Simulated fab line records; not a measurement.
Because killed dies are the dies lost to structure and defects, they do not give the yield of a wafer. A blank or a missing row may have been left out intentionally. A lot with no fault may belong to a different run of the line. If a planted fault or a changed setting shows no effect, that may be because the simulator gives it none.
Matching of chambers | flow n5_finfet | N5_BEOL_M0_SAQP_SPACER2_ETCHBACK_27 on rie_diel-06: 4 sister chambers
The step etches SiO2 in CHF3/O2, target depth 22.5 nm, time 11.25 s. 4 wafers are shown with their chamber, then 7 later ones without.

WAFERS WITH THEIR CHAMBER
wafer  | chamber | throttle_valve_pct (%)
L078.6 | 1       | 18.73
L083.5 | 0       | 18.56
L087.1 | 2       | 19.22
L087.2 | 3       | 18.79

WAFERS WITH NO CHAMBER GIVEN
wafer  | throttle_valve_pct (%)
L087.3 | 18.55
L088.1 | 19.25
L088.2 | 18.79
L088.6 | 19.23
L096.1 | 19.26
L096.2 | 18.79
L096.5 | 18.59

EACH ONE'S CHAMBER
wafer  | from the rows above | in truth
L087.3 | 0                   | 0
L088.1 | 2                   | 2
L088.2 | 3                   | 3
L088.6 | 2                   | 2
L096.1 | 2                   | 2
L096.2 | 3                   | 3
L096.5 | 0                   | 0
Correct placement for 7 of the 7. From these rows, 0 cannot be placed. 0 placed wrongly.
How it was worked out, from the rows above alone: a wafer's distance from a chamber is the root of the sum, over the readings, of the square of ((its reading less the chamber's mean) divided by the reading's scatter). If the next closest chamber is less than 2 further off than the closest, the wafer can't be placed; otherwise it belongs to the closest. The mean given for a chamber averages the wafers shown for that chamber. The scatter: with one shown wafer a chamber, the root of the mean of the squares of how far each hidden wafer lies from its nearest shown one.
